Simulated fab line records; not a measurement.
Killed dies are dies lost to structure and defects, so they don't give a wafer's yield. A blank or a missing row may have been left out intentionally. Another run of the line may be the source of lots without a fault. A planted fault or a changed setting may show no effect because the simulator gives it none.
What tool caused it?    flow n5 finfet    24 lots, 72 wafers sampled, at 5 steps of a route of 1938

WHAT THE GAUGES READ, wafer by wafer
N5_MOL_CONTACT_COAG_CD_MEAS_08: target cd 28 nm.
lot   measured      on         cd nm (nm)
L074  day 5 00:20   cd sem-02  27.67 27.59 27.85
L075  day 5 06:26   cd sem-01  28.08 28.08 28.26
L076  day 5 10:37   cd sem-01  28.11 28.29 28.06
L077  day 5 13:22   cd sem-02  27.84 27.84 27.69
L078  day 5 17:38   cd sem-02  28.03 27.67 28.18
L079  day 6 01:13   cd sem-03  28.32 28.13 28.09
L080  day 6 06:51   cd sem-01  28.16 27.65 27.65
L081  day 6 14:45   cd sem-03  27.91 28.47 27.94
L082  day 6 20:22   cd sem-01  28.02 27.99 28.34
L083  day 7 05:22   cd sem-01  28.34 28.13 28.21
L084  day 7 14:22   cd sem-01  28.09 28.48 28.56
L085  day 7 18:33   cd sem-02  28.04 27.98 27.90
L086  day 7 21:38   cd sem-03  27.76 28.30 27.70
L087  day 8 02:23   cd sem-01  27.70 27.79 27.79
L088  day 8 05:36   cd sem-03  28.18 28.22 28.02
L089  day 8 12:36   cd sem-03  27.58 27.88 27.69
L090  day 8 14:02   cd sem-02  28.04 27.89 28.39
L091  day 9 01:23   cd sem-01  27.68 28.16 27.83
L092  day 9 08:22   cd sem-03  28.17 27.78 27.88
L093  day 9 09:28   cd sem-01  28.34 27.72 28.02
L094  day 9 17:22   cd sem-01  27.82 28.14 27.87
L095  day 9 20:45   cd sem-01  28.19 28.24 28.32
L096  day 10 00:58  cd sem-01  28.04 28.27 27.83
L097  day 10 10:26  cd sem-03  27.97 28.31 27.97

N5_MOL_CONTACT_COAG_OVL_MEAS_85.
lot   measured      on          VG_OVL (nm)
L074  day 5 10:57   overlay-01  0.4 0.2 0.2
L075  day 5 15:48   overlay-02  0.4 0.1 1.0
L076  day 5 18:46   overlay-01  -0.3 -0.6 0.1
L077  day 5 23:58   overlay-01  -0.2 -0.1 0.3
L078  day 6 03:10   overlay-02  -0.5 0.5 1.6
L079  day 6 09:31   overlay-02  -0.3 -0.2 -0.8
L080  day 6 17:23   overlay-02  -0.9 1.2 0.7
L081  day 6 22:44   overlay-01  0.2 0.3 0.7
L082  day 7 06:13   overlay-01  0.2 -0.8 -1.2
L083  day 7 14:10   overlay-01  0.2 -1.8 -0.8
L084  day 8 04:18   overlay-01  0.8 -0.3 0.5
L085  day 8 04:22   overlay-02  0.2 -0.4 -0.2
L086  day 8 06:58   overlay-02  -0.7 -0.8 -1.1
L087  day 8 13:59   overlay-01  0.8 -1.3 -0.2
L088  day 8 16:39   overlay-01  1.1 -0.1 -0.3
L089  day 9 00:38   overlay-01  0.8 0.5 0.5
L090  day 9 02:14   overlay-02  0.5 1.3 0.3
L091  day 9 12:40   overlay-02  -0.2 0.3 0.0
L092  day 9 19:54   overlay-01  0.9 -0.3 0.0
L093  day 9 20:20   overlay-02  0.1 0.4 -0.4
L094  day 10 03:05  overlay-01  -0.1 1.1 -0.2
L095  day 10 05:25  overlay-02  2.0 2.2 1.1
L096  day 10 12:04  overlay-02  0.4 0.4 0.1
L097  day 10 21:53  overlay-02  -0.1 0.5 1.1

N5_MOL_CONTACT_COAG_CD_MEAS_40: target cd 25.1 nm.
lot   measured      on         cd nm (nm)
L074  day 5 12:40   cd sem-02  25.13 25.01 25.15
L075  day 5 17:24   cd sem-02  24.90 24.65 24.79
L076  day 5 19:59   cd sem-02  25.14 25.04 24.89
L077  day 6 02:56   cd sem-03  25.08 25.19 25.54
L078  day 6 05:16   cd sem-01  25.37 25.56 25.15
L079  day 6 10:50   cd sem-02  24.91 25.37 25.50
L080  day 6 18:37   cd sem-01  24.74 25.08 25.32
L081  day 7 00:29   cd sem-03  25.01 25.24 25.40
L082  day 7 07:35   cd sem-01  24.92 25.25 25.46
L083  day 7 15:43   cd sem-01  25.39 25.10 25.21
L084  day 8 06:01   cd sem-01  25.27 25.23 25.04
L085  day 8 06:12   cd sem-01  25.55 25.28 25.31
L086  day 8 08:11   cd sem-02  25.41 25.36 24.84
L087  day 8 15:43   cd sem-02  25.25 25.55 24.77
L088  day 8 18:06   cd sem-03  24.96 25.24 24.79
L089  day 9 02:20   cd sem-03  25.58 25.12 25.00
L090  day 9 03:39   cd sem-01  25.02 25.05 25.11
L091  day 9 13:53   cd sem-02  25.35 24.86 25.15
L092  day 9 21:16   cd sem-02  25.40 24.86 24.88
L093  day 9 22:32   cd sem-01  25.29 25.24 24.99
L094  day 10 05:29  cd sem-02  25.06 24.96 25.07
L095  day 10 08:01  cd sem-03  25.16 25.59 25.24
L096  day 10 14:26  cd sem-03  24.95 24.83 25.25
L097  day 11 00:40  cd sem-01  25.26 25.03 24.89

WHAT TOOL EACH LOT RAN ON (gives the tool, then ch and the chambers of the sampled wafers, and finally the start)
lot   N5_MOL_CONTACT_COAG_DESCUM_13       N5_MOL_CONTACT_COAG_DESCUM_88
L074  rie diel-04 ch 0,2,3, day 5 00:49   rie diel-04 ch 0,2,3, day 5 11:14
L075  rie diel-05 ch 1,3, day 5 06:34     rie diel-04 ch 0,1,2, day 5 16:16
L076  rie diel-04 ch 1,3, day 5 10:44     rie diel-05 ch 1,2,3, day 5 18:51
L077  rie diel-05 ch 1,3, day 5 14:07     rie diel-04 ch 1,2,3, day 6 00:11
L078  rie diel-05 ch 1,3, day 5 17:55     rie diel-02 ch 1,2,3, day 6 03:53
L079  rie diel-02 ch 0,2,3, day 6 01:20   rie diel-02 ch 0,1,3, day 6 09:35
L080  rie diel-02 ch 0,2, day 6 07:04     rie diel-05 ch 1,2,3, day 6 17:29
L081  rie diel-04 ch 0,2,3, day 6 14:52   rie diel-02 ch 0,1,2, day 6 23:11
L082  rie diel-02 ch 0,2,3, day 6 20:43   rie diel-05 ch 0,3, day 7 06:18
L083  rie diel-04 ch 1,2,3, day 7 05:29   rie diel-05 ch 0,1,3, day 7 14:28
L084  rie diel-04 ch 1,2,3, day 7 14:32   rie diel-04 ch 2,3, day 8 04:25
L085  rie diel-02 ch 2,3, day 7 18:41     rie diel-04 ch 0,1,2, day 8 04:32
L086  rie diel-05 ch 1,2,3, day 7 21:46   rie diel-05 ch 1,2,3, day 8 07:04
L087  rie diel-02 ch 2,3, day 8 02:47     rie diel-04 ch 0,1, day 8 14:17
L088  rie diel-04 ch 0,1, day 8 05:43     rie diel-04 ch 0,1,3, day 8 16:46
L089  rie diel-05 ch 1,2,3, day 8 12:43   rie diel-05 ch 0,1, day 9 00:51
L090  rie diel-02 ch 0,1,2, day 8 14:20   rie diel-02 ch 1,2,3, day 9 02:19
L091  rie diel-02 ch 0,2,3, day 9 01:43   rie diel-04 ch 1,2,3, day 9 12:46
L092  rie diel-05 ch 1,2, day 9 08:44     rie diel-05 ch 2,3, day 9 19:59
L093  rie diel-05 ch 1,2,3, day 9 09:41   rie diel-05 ch 0,2,3, day 9 21:11
L094  rie diel-05 ch 1,2, day 9 17:28     rie diel-02 ch 1,2,3, day 10 04:16
L095  rie diel-05 ch 0,2, day 9 21:19     rie diel-02 ch 1,2,3, day 10 06:45
L096  rie diel-02 ch 0,2,3, day 10 02:37  rie diel-04 ch 1,2,3, day 10 13:04
L097  rie diel-02 ch 0,1,2, day 10 11:37  rie diel-04 ch 1,2, day 10 23:13
- N5_MOL_CONTACT_COAG_DESCUM_13: chemistry O2, time 7 s.
- N5_MOL_CONTACT_COAG_DESCUM_88: chemistry O2, time 7 s.

WHAT THE TOOLS THEMSELVES READ (means of the sampled wafers that have a number; where no wafer has one, the mark that the record gives instead)
N5_MOL_CONTACT_COAG_DESCUM_13.
lot   tool         drypump motor current A (A)  o2 flow sccm (sccm)  oes product au (a.u.)  rf vpp V (V)  showerhead plenum p Torr (Torr)  throttle valve pct (%)
L074  rie diel-04  5.4                          224.5                0.80                   242.6         2.01                             20.33
L075  rie diel-05  5.6                          224.9                0.72                   241.5         1.96                             20.47
L076  rie diel-04  5.4                          224.7                0.73                   243.2         2.10                             20.41
L077  rie diel-05  5.6                          224.8                0.73                   241.2         1.96                             20.48
L078  rie diel-05  5.6                          225.0                0.72                   241.7         1.96                             20.47
L079  rie diel-02  5.6                          225.2                0.81                   244.1         2.09                             20.34
L080  rie diel-02  5.7                          225.7                0.72                   242.0         2.05                             20.40
L081  rie diel-04  5.4                          224.8                0.78                   241.9         2.01                             20.36
L082  rie diel-02  5.7                          224.5                0.79                   243.4         2.09                             20.36
L083  rie diel-04  5.2                          225.0                0.77                   243.1         2.06                             20.39
L084  rie diel-04  5.2                          224.8                0.77                   242.9         2.06                             20.38
L085  rie diel-02  5.6                          224.9                0.84                   243.8         2.14                             20.31
L086  rie diel-05  5.7                          225.6                0.78                   244.1         2.12                             20.32
L087  rie diel-02  5.6                          224.5                0.84                   243.8         2.13                             20.32
L088  rie diel-04  5.7                          225.4                0.71                   242.5         2.03                             20.51
L089  rie diel-05  5.7                          224.6                0.79                   242.8         2.12                             20.32
L090  rie diel-02  5.5                          224.9                0.77                   243.0         2.10                             20.36
L091  rie diel-02  5.7                          224.9                0.77                   243.4         2.08                             20.38
L092  rie diel-05  5.6                          225.3                0.73                   242.6         2.04                             20.40
L093  rie diel-05  5.7                          225.9                0.78                   244.2         2.12                             20.33
L094  rie diel-05  5.6                          225.1                0.73                   242.3         2.04                             20.41
L095  rie diel-05  5.2                          225.3                0.76                   243.9         2.13                             20.17
L096  rie diel-02  5.6                          224.8                0.75                   243.5         2.08                             20.40
L097  rie diel-02  5.5                          225.4                0.75                   243.2         2.09                             20.40

N5_MOL_CONTACT_COAG_DESCUM_88.
lot   tool         drypump motor current A (A)  o2 flow sccm (sccm)  oes product au (a.u.)  rf vpp V (V)  showerhead plenum p Torr (Torr)  throttle valve pct (%)
L074  rie diel-04  5.4                          224.5                0.80                   240.8         2.01                             20.34
L075  rie diel-04  5.3                          224.6                0.79                   242.9         2.07                             20.44
L076  rie diel-05  5.7                          224.9                0.73                   242.3         2.04                             20.43
L077  rie diel-04  5.2                          224.5                0.79                   242.4         2.07                             20.37
L078  rie diel-02  5.4                          225.5                0.86                   243.7         2.15                             20.29
L079  rie diel-02  5.4                          225.3                0.85                   244.0         2.09                             20.26
L080  rie diel-05  5.7                          224.9                0.82                   243.3         2.12                             20.30
L081  rie diel-02  5.5                          224.8                0.78                   242.9         2.10                             20.36
L082  rie diel-05  5.5                          225.2                0.89                   245.3         2.18                             20.10
L083  rie diel-05  5.4                          224.9                0.83                   243.4         2.10                             20.17
L084  rie diel-04  5.1                          224.4                0.82                   241.2         2.02                             20.33
L085  rie diel-04  5.3                          224.5                0.77                   242.1         2.06                             20.46
L086  rie diel-05  5.7                          225.2                0.79                   243.6         2.12                             20.32
L087  rie diel-04  5.6                          225.1                0.71                   242.4         2.03                             20.51
L088  rie diel-04  5.6                          225.9                0.70                   242.3         2.03                             20.44
L089  rie diel-05  5.2                          225.2                0.78                   243.5         2.06                             20.15
L090  rie diel-02  5.4                          224.5                0.82                   243.7         2.14                             20.33
L091  rie diel-04  5.3                          225.4                0.76                   243.2         2.06                             20.40
L092  rie diel-05  5.8                          225.3                0.77                   244.8         2.18                             20.35
L093  rie diel-05  5.5                          225.4                0.79                   244.6         2.16                             20.21
L094  rie diel-02  5.4                          225.4                0.81                   244.0         2.14                             20.33
L095  rie diel-02  5.4                          225.8                0.81                   243.0         2.14                             20.34
L096  rie diel-04  5.2                          225.1                0.75                   242.8         2.05                             20.41
L097  rie diel-04  5.0                          225.0                0.81                   242.8         2.08                             20.46

THE ANSWER, worked out from the rows above alone
Rule: the usual values come from the lots themselves. The widest of any qualifying gaps counts: lots, ordered by their means at a reading, are off when they make up no more than a third of the lots, leave a main group of 4 or more, and stand apart from it by 3 or more times the standard deviation of that group's means. A main group is skipped when, at the precision printed for the reading in the tables above, its means are all equal. A lot without any number at a reading at which 4 lots or more have one is off too. The other lots that the step has rows for count as sound. Order of review: gauges by route order, followed by the tools' own readings, for which a lot's mean as printed above is used. At the first step where some lot is off, the reading lying furthest off is the one used; lots without a number count as furthest.
No lot is off on any of the readings shown, so nothing can be concluded from this.

WHAT HAD BEEN PUT IN BY THE SIMULATOR
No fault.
